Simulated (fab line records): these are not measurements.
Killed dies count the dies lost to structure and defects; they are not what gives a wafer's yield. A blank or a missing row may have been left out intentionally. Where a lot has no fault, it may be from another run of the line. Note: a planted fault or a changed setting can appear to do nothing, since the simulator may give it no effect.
Which tool was responsible? || flow n5-finfet || 33 wafers from 11 lots sampled at 4 of the route's 1938 steps

WHAT THE GAUGES READ, wafer by wafer
N5_BEOL_M7_THK_MEAS_53: measures by xrf.
{"lot": "L205", "measured": "day 9 10:21", "on": "film-metro-01", "M7_THK (nm)": "79.6 77.3 80.0"}
{"lot": "L207", "measured": "day 9 16:54", "on": "film-metro-01", "M7_THK (nm)": "82.0 83.0 83.0"}
{"lot": "L209", "measured": "day 10 02:21", "on": "film-metro-01", "M7_THK (nm)": "84.6 83.7 81.7"}
{"lot": "L210", "measured": "day 10 03:44", "on": "film-metro-01", "M7_THK (nm)": "84.1 81.4 82.3"}
{"lot": "L212", "measured": "day 10 21:25", "on": "film-metro-02", "M7_THK (nm)": "82.7 82.0 82.3"}
{"lot": "L211", "measured": "day 10 21:56", "on": "film-metro-01", "M7_THK (nm)": "79.5 81.8 80.5"}
{"lot": "L215", "measured": "day 11 17:32", "on": "film-metro-01", "M7_THK (nm)": "80.7 81.2 81.5"}
{"lot": "L217", "measured": "day 12 03:19", "on": "film-metro-02", "M7_THK (nm)": "83.8 79.6 81.5"}
{"lot": "L216", "measured": "day 12 03:35", "on": "film-metro-02", "M7_THK (nm)": "80.3 82.8 81.8"}
{"lot": "L221", "measured": "day 13 18:42", "on": "film-metro-02", "M7_THK (nm)": "80.2 79.1 79.1"}
{"lot": "L228", "measured": "day 14 22:59", "on": "film-metro-01", "M7_THK (nm)": "80.4 79.9 80.6"}

WHICH TOOL RAN EACH LOT (tool, then ch and the chambers of the sampled wafers, then the start)
{"lot": "L205", "N5_BEOL_M7_TRENCH_ETCH_37": "rie-diel-05 ch 0,1,3, day 9 09:07 or earlier", "N5_BEOL_M7_STRIP_80": "rie-diel-05 ch 0,1,3, day 9 09:07 or earlier", "N5_BEOL_M7_CVD_78": "cvd-co-01 ch 0,1,2, day 9 09:07"}
{"lot": "L207", "N5_BEOL_M7_TRENCH_ETCH_37": "rie-diel-02 ch 0,2,3, day 9 15:48 or earlier", "N5_BEOL_M7_STRIP_80": "rie-diel-02 ch 0,2,3, day 9 15:48 or earlier", "N5_BEOL_M7_CVD_78": "cvd-co-01 ch 0,1,2, day 9 15:48"}
{"lot": "L209", "N5_BEOL_M7_TRENCH_ETCH_37": "rie-diel-03 ch 0,2,3, day 10 00:51 or earlier", "N5_BEOL_M7_STRIP_80": "rie-diel-03 ch 0,2,3, day 10 00:51 or earlier", "N5_BEOL_M7_CVD_78": "cvd-co-01 ch 0,1,2, day 10 00:51"}
{"lot": "L210", "N5_BEOL_M7_TRENCH_ETCH_37": "rie-diel-02 ch 0,1,3, day 10 02:46 or earlier", "N5_BEOL_M7_STRIP_80": "rie-diel-02 ch 0,1,3, day 10 02:46 or earlier", "N5_BEOL_M7_CVD_78": "cvd-co-02 ch 0,1,2, day 10 02:46"}
{"lot": "L212", "N5_BEOL_M7_TRENCH_ETCH_37": "rie-diel-05 ch 0,1,3, day 10 20:30 or earlier", "N5_BEOL_M7_STRIP_80": "rie-diel-05 ch 0,1,3, day 10 20:30 or earlier", "N5_BEOL_M7_CVD_78": "cvd-co-02 ch 0,2, day 10 20:30"}
{"lot": "L211", "N5_BEOL_M7_TRENCH_ETCH_37": "rie-diel-05 ch 1,2,3, day 10 21:01 or earlier", "N5_BEOL_M7_STRIP_80": "rie-diel-05 ch 1,2,3, day 10 21:01 or earlier", "N5_BEOL_M7_CVD_78": "cvd-co-02 ch 0,1,2, day 10 21:01"}
{"lot": "L215", "N5_BEOL_M7_TRENCH_ETCH_37": "rie-diel-03 ch 0,1, day 11 16:33 or earlier", "N5_BEOL_M7_STRIP_80": "rie-diel-03 ch 0,1, day 11 16:33 or earlier", "N5_BEOL_M7_CVD_78": "cvd-co-02 ch 0,2, day 11 16:33"}
{"lot": "L217", "N5_BEOL_M7_TRENCH_ETCH_37": "rie-diel-05 ch 1,2,3, day 12 02:20 or earlier", "N5_BEOL_M7_STRIP_80": "rie-diel-05 ch 1,2,3, day 12 02:20 or earlier", "N5_BEOL_M7_CVD_78": "cvd-co-02 ch 0,2, day 12 02:20"}
{"lot": "L216", "N5_BEOL_M7_TRENCH_ETCH_37": "rie-diel-05 ch 1,2, day 12 02:30 or earlier", "N5_BEOL_M7_STRIP_80": "rie-diel-05 ch 1,2, day 12 02:30 or earlier", "N5_BEOL_M7_CVD_78": "cvd-co-02 ch 0,2, day 12 02:30"}
{"lot": "L221", "N5_BEOL_M7_TRENCH_ETCH_37": "rie-diel-02 ch 0,2, day 13 16:08 or earlier", "N5_BEOL_M7_STRIP_80": "rie-diel-02 ch 0,2, day 13 16:08 or earlier", "N5_BEOL_M7_CVD_78": "cvd-co-02 ch 0,2, day 13 16:08"}
{"lot": "L228", "N5_BEOL_M7_TRENCH_ETCH_37": "rie-diel-02 ch 0,2, day 14 21:56 or earlier", "N5_BEOL_M7_STRIP_80": "rie-diel-02 ch 0,2, day 14 21:56 or earlier", "N5_BEOL_M7_CVD_78": "cvd-co-01 ch 0,2, day 14 21:56"}
- N5_BEOL_M7_TRENCH_ETCH_37: etches SiCOH lowk in C4F6/O2, target depth 93.478 nm, time 31.2 s.
- N5_BEOL_M7_STRIP_80: strips in N2/H2, time 10 s.
- N5_BEOL_M7_CVD_78: deposits Co from CCTBA/H2, target thk 2 nm, time 142.3 s.

THE ANSWER, worked out from the rows above alone
Rule: usual is defined by the lots themselves. The widest of any qualifying gaps counts: lots, ordered by their means at a reading, are off when they make up no more than a third of the lots, leave a main group of 4 or more, and stand apart from it by 3 or more times the standard deviation of that group's means. If all means in a main group match to the digits the tables above print for the reading, that group is not used. A lot without any number at a reading at which 4 lots or more have one is off too. Where the step has rows for the other lots, those lots are counted as sound.
Across all readings shown, no lot is off: no conclusion can be drawn from this.

WHAT THE SIMULATOR HAD INSERTED
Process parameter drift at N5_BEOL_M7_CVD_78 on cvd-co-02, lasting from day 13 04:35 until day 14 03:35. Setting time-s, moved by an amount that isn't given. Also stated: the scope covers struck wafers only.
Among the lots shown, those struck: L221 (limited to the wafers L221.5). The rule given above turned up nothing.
